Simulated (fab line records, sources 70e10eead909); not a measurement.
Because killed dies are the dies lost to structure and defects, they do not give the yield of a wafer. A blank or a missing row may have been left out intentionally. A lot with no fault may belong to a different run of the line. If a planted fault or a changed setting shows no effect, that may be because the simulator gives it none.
Which of the tools did it? / flow nand-harc / 12 lots, 36 wafers sampled, at 5 steps of a route of 1302

WHAT EACH GAUGE READ, for each wafer
NHARC_END_SORT_01. Usual: defect-limited-yield 92.0 %, standard deviation 2.6; killed-at-array 49, standard deviation 18; killed-at-other 0.8, standard deviation 1; killed-at-periphery 4.2, standard deviation 2.8; killed-dies 54, standard deviation 18; killed-open 3.0, standard deviation 1.7; killed-short 2.5, standard deviation 1.6; sort_bin_2_pct 2.8 %, standard deviation 1.2; sort_bin_3_pct 0.6 %, standard deviation 0.37; sort_bin_4_pct 4.6 %, standard deviation 1.5; sort-n-pass 623, standard deviation 18; sort-rim-yield-pct 92 %, standard deviation 4.2; sort-yield-pct 92.0 %, standard deviation 2.6.
lot=L411; measured=day 32 06:57; on=prober-01; defect-limited-yield (%)=91.0 92.8 82.1; killed-at-array=53 42 59; killed-at-other=3 0 0; killed-at-periphery=5 7 62; killed-dies=61 49 121; killed-open=3 2 1; killed-short=1 3 0; sort_bin_2_pct (%)=2.5 2.8 8.1; sort_bin_3_pct (%)=0.3 0.6 2.4; sort_bin_4_pct (%)=6.2 3.8 7.4; sort-n-pass=616 628 556; sort-rim-yield-pct (%)=89 88 83; sort-yield-pct (%)=91.0 92.8 82.1; flag=OFF
lot=L412; measured=day 32 18:35; on=prober-01; defect-limited-yield (%)=92.8 84.0 92.2; killed-at-array=40 48 45; killed-at-other=0 0 0; killed-at-periphery=9 60 8; killed-dies=49 108 53; killed-open=5 4 4; killed-short=2 1 3; sort_bin_2_pct (%)=2.4 7.8 2.1; sort_bin_3_pct (%)=0.3 3.0 0.6; sort_bin_4_pct (%)=4.6 5.2 5.2; sort-n-pass=628 569 624; sort-rim-yield-pct (%)=85 81 86; sort-yield-pct (%)=92.8 84.0 92.2; flag=OFF
lot=L414; measured=day 33 02:23; on=prober-01; defect-limited-yield (%)=89.5 89.4 91.1; killed-at-array=66 65 54; killed-at-other=0 0 0; killed-at-periphery=5 7 6; killed-dies=71 72 60; killed-open=5 1 4; killed-short=4 4 4; sort_bin_2_pct (%)=2.7 3.4 3.8; sort_bin_3_pct (%)=0.4 1.3 0.7; sort_bin_4_pct (%)=7.4 5.9 4.3; sort-n-pass=606 605 617; sort-rim-yield-pct (%)=91 93 88; sort-yield-pct (%)=89.5 89.4 91.1; flag=

EACH LOT AND THE TOOL THAT RAN IT (in order: tool; ch and the chambers of the sampled wafers; start)
lot=L394; NHARC_P_M1_PRE_CLEAN_30=pvd-sputter-01, day 6 11:07; NHARC_A_BONDPAD_STRIP_15=rie-diel-08 ch 0,1,2, day 24 04:49; NHARC_A_BONDPAD_CMP_19=cmp-01 ch 0,1,3, day 24 06:35; NHARC_THIN_TSV_ANNEAL_52=rtp-anneal-02 ch 0, day 25 00:11
lot=L395; NHARC_P_M1_PRE_CLEAN_30=pvd-sputter-03, day 6 20:26; NHARC_A_BONDPAD_STRIP_15=rie-diel-13 ch 0,2, day 25 03:23; NHARC_A_BONDPAD_CMP_19=cmp-02 ch 0,2, day 25 05:04; NHARC_THIN_TSV_ANNEAL_52=rtp-anneal-01 ch 0, day 25 22:28
lot=L396; NHARC_P_M1_PRE_CLEAN_30=pvd-sputter-01, day 7 10:40; NHARC_A_BONDPAD_STRIP_15=rie-diel-10 ch 0,3, day 25 03:54; NHARC_A_BONDPAD_CMP_19=cmp-02 ch 1,2,3, day 25 05:42; NHARC_THIN_TSV_ANNEAL_52=rtp-anneal-02 ch 0, day 25 23:40
lot=L400; NHARC_P_M1_PRE_CLEAN_30=pvd-sputter-02, day 9 04:36; NHARC_A_BONDPAD_STRIP_15=rie-diel-08 ch 0,1,3, day 25 23:13; NHARC_A_BONDPAD_CMP_19=cmp-04 ch 2,3, day 26 00:53; NHARC_THIN_TSV_ANNEAL_52=rtp-anneal-02 ch 0, day 26 18:43
lot=L402; NHARC_P_M1_PRE_CLEAN_30=pvd-sputter-02, day 9 20:58; NHARC_A_BONDPAD_STRIP_15=rie-diel-08 ch 0,2,3, day 26 14:20; NHARC_A_BONDPAD_CMP_19=cmp-02 ch 0,1,3, day 26 15:59; NHARC_THIN_TSV_ANNEAL_52=rtp-anneal-02 ch 0, day 27 09:52
lot=L403; NHARC_P_M1_PRE_CLEAN_30=pvd-sputter-02, day 10 09:18; NHARC_A_BONDPAD_STRIP_15=rie-diel-13 ch 1,2,3, day 27 12:29; NHARC_A_BONDPAD_CMP_19=cmp-01 ch 0,1,2, day 27 14:23; NHARC_THIN_TSV_ANNEAL_52=rtp-anneal-02 ch 0, day 28 09:20
lot=L410; NHARC_P_M1_PRE_CLEAN_30=pvd-sputter-01, day 12 16:46; NHARC_A_BONDPAD_STRIP_15=rie-diel-13 ch 0,3, day 30 09:43; NHARC_A_BONDPAD_CMP_19=cmp-04 ch 0,1, day 30 11:24; NHARC_THIN_TSV_ANNEAL_52=rtp-anneal-01 ch 0, day 31 06:53
lot=L411; NHARC_P_M1_PRE_CLEAN_30=pvd-sputter-02, day 13 05:19; NHARC_A_BONDPAD_STRIP_15=rie-diel-13 ch 0,1, day 31 03:10; NHARC_A_BONDPAD_CMP_19=cmp-01 ch 0,3, day 31 04:49; NHARC_THIN_TSV_ANNEAL_52=rtp-anneal-02 ch 0, day 31 20:32
lot=L412; NHARC_P_M1_PRE_CLEAN_30=pvd-sputter-02, day 13 21:35; NHARC_A_BONDPAD_STRIP_15=rie-diel-10 ch 0,1,2, day 31 06:30; NHARC_A_BONDPAD_CMP_19=cmp-02 ch 0,1,3, day 31 08:08; NHARC_THIN_TSV_ANNEAL_52=rtp-anneal-01 ch 0, day 32 06:54
lot=L414; NHARC_P_M1_PRE_CLEAN_30=pvd-sputter-03, day 14 11:16; NHARC_A_BONDPAD_STRIP_15=rie-diel-10 ch 0,3, day 31 08:26; NHARC_A_BONDPAD_CMP_19=cmp-01 ch 0,1,3, day 31 10:04; NHARC_THIN_TSV_ANNEAL_52=rtp-anneal-01 ch 0, day 32 07:53
lot=L415; NHARC_P_M1_PRE_CLEAN_30=pvd-sputter-01, day 15 11:49; NHARC_A_BONDPAD_STRIP_15=rie-diel-13 ch 0,2,3, day 32 00:13; NHARC_A_BONDPAD_CMP_19=cmp-04 ch 0,1,3, day 32 01:50; NHARC_THIN_TSV_ANNEAL_52=rtp-anneal-02 ch 0, day 32 20:21
lot=L417; NHARC_P_M1_PRE_CLEAN_30=pvd-sputter-01, day 15 22:55; NHARC_A_BONDPAD_STRIP_15=rie-diel-08 ch 0,1,2, day 33 00:43; NHARC_A_BONDPAD_CMP_19=cmp-02 ch 0,2, day 33 02:22; NHARC_THIN_TSV_ANNEAL_52=rtp-anneal-01 ch 0, day 33 18:11
- NHARC_P_M1_PRE_CLEAN_30: time 30 s.
- NHARC_A_BONDPAD_STRIP_15: strips in O2.
- NHARC_A_BONDPAD_CMP_19: polishes, t overpolish 30 s, cu recess touch 16 s, target thk 169.82 nm.
- NHARC_THIN_TSV_ANNEAL_52: time 90 s.

AS READ BY THE TOOLS THEMSELVES (means over the sampled wafers that have a number; for cases with no such wafer, the mark the record gives instead)
NHARC_P_M1_PRE_CLEAN_30. Usual: 395 W for heater-power-w, sd 40.
lot=L394; tool=pvd-sputter-01; heater-power-w (W)=399; flag=
lot=L395; tool=pvd-sputter-03; heater-power-w (W)=456; flag=
lot=L396; tool=pvd-sputter-01; heater-power-w (W)=396; flag=
lot=L400; tool=pvd-sputter-02; heater-power-w (W)=360; flag=
lot=L402; tool=pvd-sputter-02; heater-power-w (W)=360; flag=
lot=L403; tool=pvd-sputter-02; heater-power-w (W)=360; flag=
lot=L410; tool=pvd-sputter-01; heater-power-w (W)=393; flag=
lot=L411; tool=pvd-sputter-02; heater-power-w (W)=371; flag=
lot=L412; tool=pvd-sputter-02; heater-power-w (W)=368; flag=
lot=L414; tool=pvd-sputter-03; heater-power-w (W)=394; flag=
lot=L415; tool=pvd-sputter-01; heater-power-w (W)=397; flag=
lot=L417; tool=pvd-sputter-01; heater-power-w (W)=407; flag=

NHARC_A_BONDPAD_STRIP_15. Usual: drypump-motor-current-A 5.7 A, standard deviation 0.38; oes-product-au 1.000 a.u., standard deviation 0.011; rf-vpp-V 57.7 V, standard deviation 0.94; showerhead-plenum-p-Torr 3.50 Torr, standard deviation 0.17; throttle-valve-pct 17.036 %, standard deviation 0.0085.
lot=L394; tool=rie-diel-08; drypump-motor-current-A (A)=5.7; oes-product-au (a.u.)=1.004; rf-vpp-V (V)=57.6; showerhead-plenum-p-Torr (Torr)=3.41; throttle-valve-pct (%)=17.034; flag=
lot=L395; tool=rie-diel-13; drypump-motor-current-A (A)=5.7; oes-product-au (a.u.)=0.995; rf-vpp-V (V)=58.1; showerhead-plenum-p-Torr (Torr)=3.65; throttle-valve-pct (%)=17.035; flag=
lot=L396; tool=rie-diel-10; drypump-motor-current-A (A)=5.5; oes-product-au (a.u.)=1.012; rf-vpp-V (V)=57.9; showerhead-plenum-p-Torr (Torr)=3.62; throttle-valve-pct (%)=17.036; flag=
lot=L400; tool=rie-diel-08; drypump-motor-current-A (A)=5.6; oes-product-au (a.u.)=0.989; rf-vpp-V (V)=57.5; showerhead-plenum-p-Torr (Torr)=3.41; throttle-valve-pct (%)=17.037; flag=
lot=L402; tool=rie-diel-08; drypump-motor-current-A (A)=5.7; oes-product-au (a.u.)=0.999; rf-vpp-V (V)=57.4; showerhead-plenum-p-Torr (Torr)=3.38; throttle-valve-pct (%)=17.043; flag=
lot=L403; tool=rie-diel-13; drypump-motor-current-A (A)=6.1; oes-product-au (a.u.)=1.000; rf-vpp-V (V)=56.8; showerhead-plenum-p-Torr (Torr)=3.39; throttle-valve-pct (%)=17.029; flag=
lot=L410; tool=rie-diel-13; drypump-motor-current-A (A)=5.7; oes-product-au (a.u.)=0.990; rf-vpp-V (V)=57.9; showerhead-plenum-p-Torr (Torr)=3.58; throttle-valve-pct (%)=17.039; flag=
lot=L411; tool=rie-diel-13; drypump-motor-current-A (A)=5.9; oes-product-au (a.u.)=0.998; rf-vpp-V (V)=59.2; showerhead-plenum-p-Torr (Torr)=3.49; throttle-valve-pct (%)=17.032; flag=
lot=L412; tool=rie-diel-10; drypump-motor-current-A (A)=5.8; oes-product-au (a.u.)=1.007; rf-vpp-V (V)=57.5; showerhead-plenum-p-Torr (Torr)=3.44; throttle-valve-pct (%)=17.030; flag=
lot=L414; tool=rie-diel-10; drypump-motor-current-A (A)=5.5; oes-product-au (a.u.)=0.999; rf-vpp-V (V)=57.2; showerhead-plenum-p-Torr (Torr)=3.62; throttle-valve-pct (%)=17.032; flag=
lot=L415; tool=rie-diel-13; drypump-motor-current-A (A)=5.8; oes-product-au (a.u.)=0.993; rf-vpp-V (V)=57.0; showerhead-plenum-p-Torr (Torr)=3.53; throttle-valve-pct (%)=17.037; flag=
lot=L417; tool=rie-diel-08; drypump-motor-current-A (A)=5.7; oes-product-au (a.u.)=1.000; rf-vpp-V (V)=58.3; showerhead-plenum-p-Torr (Torr)=3.56; throttle-valve-pct (%)=17.039; flag=

NHARC_A_BONDPAD_CMP_19. Usual: motor-current-A 11.9 A, standard deviation 1.2; overpolish-run-s 30.001 s, standard deviation 0.0093; retaining-ring-pressure-frac 1.001, standard deviation 0.0051; slurry-flow-ml-min 150.1, standard deviation 0.5.
lot=L394; tool=cmp-01; motor-current-A (A)=12.4; overpolish-run-s (s)=29.998; retaining-ring-pressure-frac=1.002; slurry-flow-ml-min=150.7; flag=
lot=L395; tool=cmp-02; motor-current-A (A)=11.0; overpolish-run-s (s)=30.003; retaining-ring-pressure-frac=1.001; slurry-flow-ml-min=150.5; flag=
lot=L396; tool=cmp-02; motor-current-A (A)=11.9; overpolish-run-s (s)=30.001; retaining-ring-pressure-frac=0.997; slurry-flow-ml-min=149.7; flag=
lot=L400; tool=cmp-04; motor-current-A (A)=11.3; overpolish-run-s (s)=30.003; retaining-ring-pressure-frac=1.000; slurry-flow-ml-min=150.1; flag=
lot=L402; tool=cmp-02; motor-current-A (A)=12.3; overpolish-run-s (s)=30.002; retaining-ring-pressure-frac=0.999; slurry-flow-ml-min=150.5; flag=
lot=L403; tool=cmp-01; motor-current-A (A)=12.0; overpolish-run-s (s)=30.005; retaining-ring-pressure-frac=1.000; slurry-flow-ml-min=150.1; flag=
lot=L410; tool=cmp-04; motor-current-A (A)=12.6; overpolish-run-s (s)=29.994; retaining-ring-pressure-frac=1.004; slurry-flow-ml-min=149.9; flag=
lot=L411; tool=cmp-01; motor-current-A (A)=12.7; overpolish-run-s (s)=30.007; retaining-ring-pressure-frac=1.008; slurry-flow-ml-min=150.9; flag=
lot=L412; tool=cmp-02; motor-current-A (A)=12.4; overpolish-run-s (s)=29.999; retaining-ring-pressure-frac=1.000; slurry-flow-ml-min=150.1; flag=
lot=L414; tool=cmp-01; motor-current-A (A)=12.4; overpolish-run-s (s)=29.997; retaining-ring-pressure-frac=0.995; slurry-flow-ml-min=149.9; flag=
lot=L415; tool=cmp-04; motor-current-A (A)=11.6; overpolish-run-s (s)=30.003; retaining-ring-pressure-frac=0.997; slurry-flow-ml-min=150.0; flag=
lot=L417; tool=cmp-02; motor-current-A (A)=10.5; overpolish-run-s (s)=30.001; retaining-ring-pressure-frac=1.001; slurry-flow-ml-min=150.5; flag=

NHARC_THIN_TSV_ANNEAL_52. Usual: 225.84 for wafer_temp_C_max, sd 0.22.
lot=L394 tool=rtp-anneal-02 wafer_temp_C_max=225.47 flag=
lot=L395 tool=rtp-anneal-01 wafer_temp_C_max=225.88 flag=
lot=L396 tool=rtp-anneal-02 wafer_temp_C_max=225.90 flag=
lot=L400 tool=rtp-anneal-02 wafer_temp_C_max=226.07 flag=
lot=L402 tool=rtp-anneal-02 wafer_temp_C_max=225.73 flag=
lot=L403 tool=rtp-anneal-02 wafer_temp_C_max=225.83 flag=
lot=L410 tool=rtp-anneal-01 wafer_temp_C_max=225.75 flag=
lot=L411 tool=rtp-anneal-02 wafer_temp_C_max=225.56 flag=
lot=L412 tool=rtp-anneal-01 wafer_temp_C_max=225.89 flag=
lot=L414 tool=rtp-anneal-01 wafer_temp_C_max=225.91 flag=
lot=L415 tool=rtp-anneal-02 wafer_temp_C_max=225.48 flag=
lot=L417 tool=rtp-anneal-01 wafer_temp_C_max=225.99 flag=

THE ANSWER, worked out from the rows above alone
Rule: a lot counts as off when the mean over its wafers that have a number is more than 3 standard deviations away from the usual mean. Also off: a lot with no number at a reading for which 4 or more lots have one. The other lots that the step has rows for count as sound. After the gauges, taken in route order, come the tools' own readings; for these a lot's mean is taken, as printed above. At the first step where some lot is off, the reading lying furthest off is the one used; lots without a number count as furthest.
Off: L411, L412, at NHARC_END_SORT_01 (killed-at-periphery). Neither off nor sound, because the step has no rows for them: L394, L395, L396, L400, L402, L403, L410, L415, L417.
If a tool, at a process step before that reading, ran all the lots that are off and no sound lot after the first of them, it fits. Gauges at NHARC_END_SORT_01: tried the same way as those tools. One fits: NHARC_P_M1_PRE_CLEAN_30 on pvd-sputter-02. It ran no sound lot before its first lot that is off in this sample, so the start can't be narrowed down.

WHAT THE SIMULATOR HAD PUT IN
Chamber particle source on pvd-sputter-02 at NHARC_P_M1_PRE_CLEAN_30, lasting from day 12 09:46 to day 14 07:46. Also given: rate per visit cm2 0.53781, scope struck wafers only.
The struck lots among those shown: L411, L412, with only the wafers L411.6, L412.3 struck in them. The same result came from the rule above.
